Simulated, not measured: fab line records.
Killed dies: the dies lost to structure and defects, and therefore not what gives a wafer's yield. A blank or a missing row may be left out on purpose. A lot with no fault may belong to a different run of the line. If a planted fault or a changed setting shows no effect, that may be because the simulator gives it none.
Chamber matching	flow nand-harc	4 sister chambers for NHARC_A_CHANNEL_FILL_D1_ETCHBACK_19 on rie-si-05
The step etches the open film in HBr/Cl2, target depth 5 nm, time 1.7 s. 8 wafers are shown with their chamber, then 6 later ones without.

## WAFERS PAIRED WITH THEIR CHAMBERS
wafer	chamber	drypump-motor-current-A (A)	oes-product-au (a.u.)
L542.1	2	5.36	1.001
L542.2	1	5.73	1.009
L542.6	1	5.77	0.997
L544.1	2	5.39	1.004
L544.4	0	5.74	1.001
L544.6	0	5.73	1.003
L546.3	3	5.26	0.999
L546.6	3	5.24	1.000

## WAFERS MISSING THEIR CHAMBER
wafer	drypump-motor-current-A (A)	oes-product-au (a.u.)
L551.1	5.84	1.006
L551.3	5.38	1.007
L551.4	5.75	0.996
L553.2	5.38	0.990
L553.4	5.70	1.001
L553.5	5.27	0.990

## WHICH CHAMBER EACH WENT THROUGH
wafer	from the rows above	in truth
L551.1	can't be placed: 1 or 0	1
L551.3	2	2
L551.4	can't be placed: 0 or 1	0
L553.2	2	2
L553.4	can't be placed: 0 or 1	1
L553.5	3	3
Correct placement for 3 of the 6. From these rows, 3 cannot be placed; in 3 the true chamber is one of the candidates. Wrongly placed: 0.
How it was worked out, from the rows above alone: a wafer's distance from a chamber is the root of the sum, over the readings, of the square of ((its reading less the chamber's mean) divided by the reading's scatter). If the next closest chamber is less than 2 further off than the closest, the wafer can't be placed; otherwise it belongs to the closest. For every chamber, the mean is computed from those of its wafers that are shown. The scatter: take each reading less its chamber's mean, square it, sum over the shown wafers, divide by the number of wafers less the number of chambers, and take the root.
